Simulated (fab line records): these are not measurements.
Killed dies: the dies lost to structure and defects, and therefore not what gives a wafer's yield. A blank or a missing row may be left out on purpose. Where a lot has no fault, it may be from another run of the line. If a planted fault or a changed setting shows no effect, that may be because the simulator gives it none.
3 desks, one fault | flow nand harc | each desk has only its own numbers; what lay behind them comes last

## THE METROLOGY DESK
Lot by lot, what the gauges showed, no matter which tool ran the lot: averages of those sampled wafers that carry a number. If a lot's mean is further than 4 standard deviations from the usual mean, the lot is out of limits and carries the mark OUT (the distance appears in the brackets).
Columns: A = cd nm at NHARC_A_M0_CD_MEAS_09, usual 80.0 nm; B = cd nm at NHARC_A_M0_CD_MEAS_16, usual 80.0 nm
lot  | first seen here | A              | B
L645 | day 22 23:44    | 80.0           | 79.7
L646 | day 24 00:14    | 79.3           | 79.0
L647 | day 24 00:53    | 79.7           | 78.9
L648 | day 24 13:26    | 81.0           | 81.0
L654 | day 27 09:35    | 95.9 (+28) OUT | 95.7 (+18) OUT
L655 | day 27 12:32    | 93.1 (+23) OUT | 92.2 (+14) OUT
L656 | day 27 14:53    | 89.9 (+17) OUT | 89.9 (+12) OUT
L657 | day 28 07:26    | 91.4 (+20) OUT | 91.4 (+13) OUT
L662 | day 30 11:44    | 80.5           | 80.2
L664 | day 31 11:24    | 79.7           | 79.8
L666 | day 31 17:58    | 79.5           | 78.9
This desk's finding: out of limits on L654, L655, L656, L657; first on L654, day 27 09:35 (cd nm at NHARC_A_M0_CD_MEAS_09). L645, L646, L647, L648, L662, L664, L666: within limits.

## THE DEFECT DESK
Counts from the inspections along the route, per lot, as means over the sampled wafers that have a number. If a lot's mean is further than 4 standard deviations from the usual mean, the lot is out of limits and carries the mark OUT (the distance appears in the brackets).
Columns: A = raw defect count at NHARC_A_BLC_INSPECT_12, usual 81
lot  | first seen here | A
L645 | day 22 19:50    | 20
L646 | day 23 20:18    | 106
L647 | day 23 21:01    | 21
L648 | day 24 09:16    | 73
L654 | day 27 05:14    | 146
L655 | day 27 08:45    | 94
L656 | day 27 10:31    | 88
L657 | day 28 03:40    | 70
L662 | day 30 07:29    | 108
L664 | day 31 07:19    | 78
L666 | day 31 13:52    | 45
Result from this desk: across the 11 lots, nothing is out of limits.

## TOOL OWNER'S DESK, arfi scanner-02
The tool's own readings at NHARC_A_M0_EXPOSE_06 (exposes mask A M0, target cd 80 nm): means of the sampled wafers that have a number, for each lot that ran on this tool. If a lot's mean is further than 4 standard deviations from the usual mean, the lot is out of limits and carries the mark OUT (the distance appears in the brackets).
Columns: A = exposure dose mJ cm2 at NHARC_A_M0_EXPOSE_06, usual 83.25
lot  | first seen here | A
L646 | day 24 00:06    | 83.21
L647 | day 24 00:45    | 83.26
L654 | day 27 09:27    | 106.18 (+99 or more) OUT
L655 | day 27 12:24    | 101.66 (+99 or more) OUT
L656 | day 27 14:44    | 97.87 (+99 or more) OUT
L657 | day 28 07:17    | 97.83 (+99 or more) OUT
This desk's finding: out of limits on L654, L655, L656, L657; first on L654, day 27 09:27 (exposure dose mJ cm2 at NHARC_A_M0_EXPOSE_06). L646, L647: within limits.

## ALL TOGETHER
The tool owner's desk had the chance to raise an alarm at day 27 09:27 on L654, L655, L656, L657.
An alarm was possible from the metrology desk at day 27 09:35, on L654, L655, L656, L657.
Nothing out of limits was seen by the defect desk.
The defect desk has L654, L655, L656, L657 on record, within its limits.
The lots listed all ran NHARC_A_M0_EXPOSE_06 on arfi scanner-02.

## WHAT WAS PUT IN BY THE SIMULATOR
Process parameters drifting: arfi scanner-02 at NHARC_A_M0_EXPOSE_06, beginning at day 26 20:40. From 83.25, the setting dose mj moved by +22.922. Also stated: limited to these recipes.
Struck lots among those shown: L654, L655, L656, L657.
Hours from the fault's start to each desk's first reading out of limits: the tool owner's desk, 13; the metrology desk, 13.
